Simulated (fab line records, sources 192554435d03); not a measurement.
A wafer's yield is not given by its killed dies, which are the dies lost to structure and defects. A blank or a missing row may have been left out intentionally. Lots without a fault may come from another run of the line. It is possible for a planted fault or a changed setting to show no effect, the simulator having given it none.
Which tool did it? :: flow n5-finfet :: 66 wafers from 22 lots sampled at 3 of the route's 1938 steps

## WHAT EACH GAUGE READ, for each wafer
N5_BEOL_M7_OVL_MEAS_12.
lot: L075
measured: day 9 00:46
on: overlay-02
M7_OVL (nm): -1.0 -0.4 -1.8

lot: L074
measured: day 9 07:19
on: overlay-02
M7_OVL (nm): -0.1 -0.7 -0.1

lot: L076
measured: day 9 07:21
on: overlay-02
M7_OVL (nm): -1.2 0.7 -1.4

lot: L077
measured: day 10 01:41
on: overlay-02
M7_OVL (nm): -0.9 -0.4 -1.5

lot: L078
measured: day 10 06:19
on: overlay-01
M7_OVL (nm): -0.3 -1.7 0.4

lot: L079
measured: day 10 11:32
on: overlay-02
M7_OVL (nm): -0.2 -0.8 0.2

lot: L080
measured: day 10 14:05
on: overlay-01
M7_OVL (nm): -0.3 -0.8 -0.6

lot: L081
measured: day 10 18:41
on: overlay-01
M7_OVL (nm): 0.4 -1.2 0.0

lot: L082
measured: day 11 05:40
on: overlay-02
M7_OVL (nm): -0.4 0.1 0.7

lot: L083
measured: day 11 19:32
on: overlay-02
M7_OVL (nm): -1.2 -0.7 -1.2

lot: L085
measured: day 11 21:52
on: overlay-01
M7_OVL (nm): -0.5 -1.0 -1.4

lot: L084
measured: day 11 22:30
on: overlay-01
M7_OVL (nm): -0.5 -0.5 -0.3

lot: L086
measured: day 12 01:14
on: overlay-01
M7_OVL (nm): -1.2 -0.5 -1.0

lot: L087
measured: day 12 01:38
on: overlay-01
M7_OVL (nm): -0.2 -0.2 -1.1

lot: L091
measured: day 13 09:02
on: overlay-02
M7_OVL (nm): 0.1 -1.2 -1.2

lot: L090
measured: day 13 12:04
on: overlay-02
M7_OVL (nm): 0.3 0.6 -0.5

lot: L089
measured: day 13 13:40
on: overlay-01
M7_OVL (nm): 0.2 -0.2 0.6

lot: L093
measured: day 13 16:33
on: overlay-01
M7_OVL (nm): -0.5 -1.0 0.6

lot: L092
measured: day 13 21:55
on: overlay-01
M7_OVL (nm): -2.2 -2.6 -0.2

lot: L094
measured: day 14 10:14
on: overlay-02
M7_OVL (nm): -0.6 -0.8 -1.9

lot: L095
measured: day 14 13:34
on: overlay-02
M7_OVL (nm): -0.6 -0.4 -1.1

lot: L097
measured: day 14 20:27
on: overlay-02
M7_OVL (nm): -0.8 0.0 -0.6

## EACH LOT AND THE TOOL THAT RAN IT (in order: tool; ch and the chambers of the sampled wafers; start)
lot: L075
N5_BEOL_M6_DESCUM_33: rie-diel-02 ch 0,2, day 8 19:16
N5_BEOL_M7_HM_DEP_02: pvd-sputter-02, day 9 00:22

lot: L074
N5_BEOL_M6_DESCUM_33: rie-diel-03 ch 0,3, day 8 19:18
N5_BEOL_M7_HM_DEP_02: pvd-sputter-02, day 9 00:28

lot: L076
N5_BEOL_M6_DESCUM_33: rie-diel-02 ch 2,3, day 9 00:43
N5_BEOL_M7_HM_DEP_02: pvd-sputter-03, day 9 06:47

lot: L077
N5_BEOL_M6_DESCUM_33: rie-diel-03 ch 0,1,3, day 9 20:34
N5_BEOL_M7_HM_DEP_02: pvd-sputter-01, day 10 01:09

lot: L078
N5_BEOL_M6_DESCUM_33: rie-diel-06 ch 1,2, day 10 00:26
N5_BEOL_M7_HM_DEP_02: pvd-sputter-01, day 10 05:55

lot: L079
N5_BEOL_M6_DESCUM_33: rie-diel-03 ch 1,2,3, day 10 05:14
N5_BEOL_M7_HM_DEP_02: pvd-sputter-02, day 10 11:00

lot: L080
N5_BEOL_M6_DESCUM_33: rie-diel-03 ch 2,3, day 10 08:38
N5_BEOL_M7_HM_DEP_02: pvd-sputter-03, day 10 13:33

lot: L081
N5_BEOL_M6_DESCUM_33: rie-diel-02 ch 0,1, day 10 10:35
N5_BEOL_M7_HM_DEP_02: pvd-sputter-01, day 10 18:09

lot: L082
N5_BEOL_M6_DESCUM_33: rie-diel-03 ch 0,1,2, day 11 00:26
N5_BEOL_M7_HM_DEP_02: pvd-sputter-01, day 11 05:09

lot: L083
N5_BEOL_M6_DESCUM_33: rie-diel-06 ch 0,1,3, day 11 11:59
N5_BEOL_M7_HM_DEP_02: pvd-sputter-03, day 11 19:01

lot: L085
N5_BEOL_M6_DESCUM_33: rie-diel-03 ch 1,2,3, day 11 14:58
N5_BEOL_M7_HM_DEP_02: pvd-sputter-02, day 11 21:28

lot: L084
N5_BEOL_M6_DESCUM_33: rie-diel-06 ch 0,1, day 11 18:13
N5_BEOL_M7_HM_DEP_02: pvd-sputter-03, day 11 21:58

lot: L086
N5_BEOL_M6_DESCUM_33: rie-diel-02 ch 1,3, day 11 18:30
N5_BEOL_M7_HM_DEP_02: pvd-sputter-03, day 12 00:43

lot: L087
N5_BEOL_M6_DESCUM_33: rie-diel-03 ch 0,2,3, day 11 20:26
N5_BEOL_M7_HM_DEP_02: pvd-sputter-03, day 12 01:07

lot: L091
N5_BEOL_M6_DESCUM_33: rie-diel-06 ch 0,1,2, day 13 03:52
N5_BEOL_M7_HM_DEP_02: pvd-sputter-02, day 13 08:30

lot: L090
N5_BEOL_M6_DESCUM_33: rie-diel-02 ch 0,1,2, day 13 06:37
N5_BEOL_M7_HM_DEP_02: pvd-sputter-01, day 13 11:32

lot: L089
N5_BEOL_M6_DESCUM_33: rie-diel-06 ch 1,3, day 13 07:37
N5_BEOL_M7_HM_DEP_02: pvd-sputter-01, day 13 13:08

lot: L093
N5_BEOL_M6_DESCUM_33: rie-diel-06 ch 2,3, day 13 11:46
N5_BEOL_M7_HM_DEP_02: pvd-sputter-03, day 13 16:01

lot: L092
N5_BEOL_M6_DESCUM_33: rie-diel-06 ch 0,2,3, day 13 15:03
N5_BEOL_M7_HM_DEP_02: pvd-sputter-02, day 13 21:23

lot: L094
N5_BEOL_M6_DESCUM_33: rie-diel-02 ch 0,2,3, day 14 04:16
N5_BEOL_M7_HM_DEP_02: pvd-sputter-03, day 14 09:42

lot: L095
N5_BEOL_M6_DESCUM_33: rie-diel-02 ch 0,1,3, day 14 07:14
N5_BEOL_M7_HM_DEP_02: pvd-sputter-03, day 14 13:02

lot: L097
N5_BEOL_M6_DESCUM_33: rie-diel-06 ch 0,1,2, day 14 14:38
N5_BEOL_M7_HM_DEP_02: pvd-sputter-01, day 14 20:02
- N5_BEOL_M6_DESCUM_33: chemistry O2, time 7 s.
- N5_BEOL_M7_HM_DEP_02: deposits TiN, target thk 20 nm.

## WHAT THE TOOLS THEMSELVES READ (means of the sampled wafers that have a number; where no wafer has one, the mark that the record gives instead)
N5_BEOL_M6_DESCUM_33.
lot: L075
tool: rie-diel-02
drypump-motor-current-A (A): 6.1
oes-product-au (a.u.): 0.86
rf-vpp-V (V): 242.9
showerhead-plenum-p-Torr (Torr): 2.05
throttle-valve-pct (%): 20.58

lot: L074
tool: rie-diel-03
drypump-motor-current-A (A): 6.0
oes-product-au (a.u.): 0.83
rf-vpp-V (V): 244.4
showerhead-plenum-p-Torr (Torr): 2.10
throttle-valve-pct (%): 20.52

lot: L076
tool: rie-diel-02
drypump-motor-current-A (A): 5.4
oes-product-au (a.u.): 0.72
rf-vpp-V (V): 242.5
showerhead-plenum-p-Torr (Torr): 2.09
throttle-valve-pct (%): 20.46

lot: L077
tool: rie-diel-03
drypump-motor-current-A (A): 5.8
oes-product-au (a.u.): 0.84
rf-vpp-V (V): 243.9
showerhead-plenum-p-Torr (Torr): 2.16
throttle-valve-pct (%): 20.47

lot: L078
tool: rie-diel-06
drypump-motor-current-A (A): 5.8
oes-product-au (a.u.): 0.80
rf-vpp-V (V): 243.0
showerhead-plenum-p-Torr (Torr): 2.07
throttle-valve-pct (%): 20.34

lot: L079
tool: rie-diel-03
drypump-motor-current-A (A): 5.6
oes-product-au (a.u.): 0.87
rf-vpp-V (V): 244.5
showerhead-plenum-p-Torr (Torr): 2.20
throttle-valve-pct (%): 20.45

lot: L080
tool: rie-diel-03
drypump-motor-current-A (A): 5.6
oes-product-au (a.u.): 0.84
rf-vpp-V (V): 244.5
showerhead-plenum-p-Torr (Torr): 2.16
throttle-valve-pct (%): 20.43

lot: L081
tool: rie-diel-02
drypump-motor-current-A (A): 5.9
oes-product-au (a.u.): 0.94
rf-vpp-V (V): 243.9
showerhead-plenum-p-Torr (Torr): 2.10
throttle-valve-pct (%): 20.14

lot: L082
tool: rie-diel-03
drypump-motor-current-A (A): 5.7
oes-product-au (a.u.): 0.85
rf-vpp-V (V): 245.2
showerhead-plenum-p-Torr (Torr): 2.18
throttle-valve-pct (%): 20.56

lot: L083
tool: rie-diel-06
drypump-motor-current-A (A): 6.0
oes-product-au (a.u.): 0.80
rf-vpp-V (V): 243.4
showerhead-plenum-p-Torr (Torr): 2.14
throttle-valve-pct (%): 20.27

lot: L085
tool: rie-diel-03
drypump-motor-current-A (A): 5.6
oes-product-au (a.u.): 0.85
rf-vpp-V (V): 245.2
showerhead-plenum-p-Torr (Torr): 2.20
throttle-valve-pct (%): 20.46

lot: L084
tool: rie-diel-06
drypump-motor-current-A (A): 6.1
oes-product-au (a.u.): 0.78
rf-vpp-V (V): 243.6
showerhead-plenum-p-Torr (Torr): 2.09
throttle-valve-pct (%): 20.42

lot: L086
tool: rie-diel-02
drypump-motor-current-A (A): 5.4
oes-product-au (a.u.): 0.88
rf-vpp-V (V): 243.6
showerhead-plenum-p-Torr (Torr): 2.12
throttle-valve-pct (%): 20.01

lot: L087
tool: rie-diel-03
drypump-motor-current-A (A): 5.8
oes-product-au (a.u.): 0.82
rf-vpp-V (V): 243.5
showerhead-plenum-p-Torr (Torr): 2.14
throttle-valve-pct (%): 20.55

lot: L091
tool: rie-diel-06
drypump-motor-current-A (A): 5.8
oes-product-au (a.u.): 0.79
rf-vpp-V (V): 242.9
showerhead-plenum-p-Torr (Torr): 2.12
throttle-valve-pct (%): 20.25

lot: L090
tool: rie-diel-02
drypump-motor-current-A (A): 5.9
oes-product-au (a.u.): 0.91
rf-vpp-V (V): 243.1
showerhead-plenum-p-Torr (Torr): 2.06
throttle-valve-pct (%): 20.26

lot: L089
tool: rie-diel-06
drypump-motor-current-A (A): 5.9
oes-product-au (a.u.): 0.78
rf-vpp-V (V): 243.2
showerhead-plenum-p-Torr (Torr): 2.12
throttle-valve-pct (%): 20.28

lot: L093
tool: rie-diel-06
drypump-motor-current-A (A): 5.3
oes-product-au (a.u.): 0.82
rf-vpp-V (V): 244.6
showerhead-plenum-p-Torr (Torr): 2.14
throttle-valve-pct (%): 20.05

lot: L092
tool: rie-diel-06
drypump-motor-current-A (A): 5.7
oes-product-au (a.u.): 0.80
rf-vpp-V (V): 245.1
showerhead-plenum-p-Torr (Torr): 2.17
throttle-valve-pct (%): 20.10

lot: L094
tool: rie-diel-02
drypump-motor-current-A (A): 5.6
oes-product-au (a.u.): 0.85
rf-vpp-V (V): 242.5
showerhead-plenum-p-Torr (Torr): 2.06
throttle-valve-pct (%): 20.36

lot: L095
tool: rie-diel-02
drypump-motor-current-A (A): 5.7
oes-product-au (a.u.): 0.84
rf-vpp-V (V): 242.7
showerhead-plenum-p-Torr (Torr): 2.08
throttle-valve-pct (%): 20.26

lot: L097
tool: rie-diel-06
drypump-motor-current-A (A): 5.8
oes-product-au (a.u.): 0.78
rf-vpp-V (V): 242.6
showerhead-plenum-p-Torr (Torr): 2.12
throttle-valve-pct (%): 20.26

N5_BEOL_M7_HM_DEP_02.
lot: L075
tool: pvd-sputter-02
substrate-temp-c (C): 25.04
throttle-valve-pct (%): 29.8

lot: L074
tool: pvd-sputter-02
substrate-temp-c (C): 24.98
throttle-valve-pct (%): 29.3

lot: L076
tool: pvd-sputter-03
substrate-temp-c (C): 25.01
throttle-valve-pct (%): 30.6

lot: L077
tool: pvd-sputter-01
substrate-temp-c (C): 25.09
throttle-valve-pct (%): 31.2

lot: L078
tool: pvd-sputter-01
substrate-temp-c (C): 25.05
throttle-valve-pct (%): 30.0

lot: L079
tool: pvd-sputter-02
substrate-temp-c (C): 25.02
throttle-valve-pct (%): 29.3

lot: L080
tool: pvd-sputter-03
substrate-temp-c (C): 24.95
throttle-valve-pct (%): 30.3

lot: L081
tool: pvd-sputter-01
substrate-temp-c (C): 24.95
throttle-valve-pct (%): 29.8

lot: L082
tool: pvd-sputter-01
substrate-temp-c (C): 25.02
throttle-valve-pct (%): 31.1

lot: L083
tool: pvd-sputter-03
substrate-temp-c (C): 24.98
throttle-valve-pct (%): 31.1

lot: L085
tool: pvd-sputter-02
substrate-temp-c (C): 24.96
throttle-valve-pct (%): 29.3

lot: L084
tool: pvd-sputter-03
substrate-temp-c (C): 25.00
throttle-valve-pct (%): 29.5

lot: L086
tool: pvd-sputter-03
substrate-temp-c (C): 25.06
throttle-valve-pct (%): 30.8

lot: L087
tool: pvd-sputter-03
substrate-temp-c (C): 25.09
throttle-valve-pct (%): 29.8

lot: L091
tool: pvd-sputter-02
substrate-temp-c (C): 24.95
throttle-valve-pct (%): 29.8

lot: L090
tool: pvd-sputter-01
substrate-temp-c (C): 25.07
throttle-valve-pct (%): 30.1

lot: L089
tool: pvd-sputter-01
substrate-temp-c (C): 25.00
throttle-valve-pct (%): 30.7

lot: L093
tool: pvd-sputter-03
substrate-temp-c (C): 24.98
throttle-valve-pct (%): 29.9

lot: L092
tool: pvd-sputter-02
substrate-temp-c (C): 24.93
throttle-valve-pct (%): 29.8

lot: L094
tool: pvd-sputter-03
substrate-temp-c (C): 24.96
throttle-valve-pct (%): 30.3

lot: L095
tool: pvd-sputter-03
substrate-temp-c (C): 24.96
throttle-valve-pct (%): 30.4

lot: L097
tool: pvd-sputter-01
substrate-temp-c (C): 25.05
throttle-valve-pct (%): 30.6

## THE ANSWER, worked out from the rows above alone
Rule: usual is defined by the lots themselves. The widest of any qualifying gaps counts: lots, ordered by their means at a reading, are off when they make up no more than a third of the lots, leave a main group of 4 or more, and stand apart from it by 3 or more times the standard deviation of that group's means. If all means in a main group match to the digits the tables above print for the reading, that group is not used. Also off: a lot with no number at a reading for which 4 or more lots have one. All remaining lots with rows at the step are treated as sound. First the gauges in route order, then the tools' own readings, where a lot's mean is used as printed above. At the first step where some lot is off, the reading lying furthest off is the one used; lots without a number count as furthest.
None of the lots is off at any reading shown; this tells nothing.

## WHAT THE SIMULATOR PUT IN
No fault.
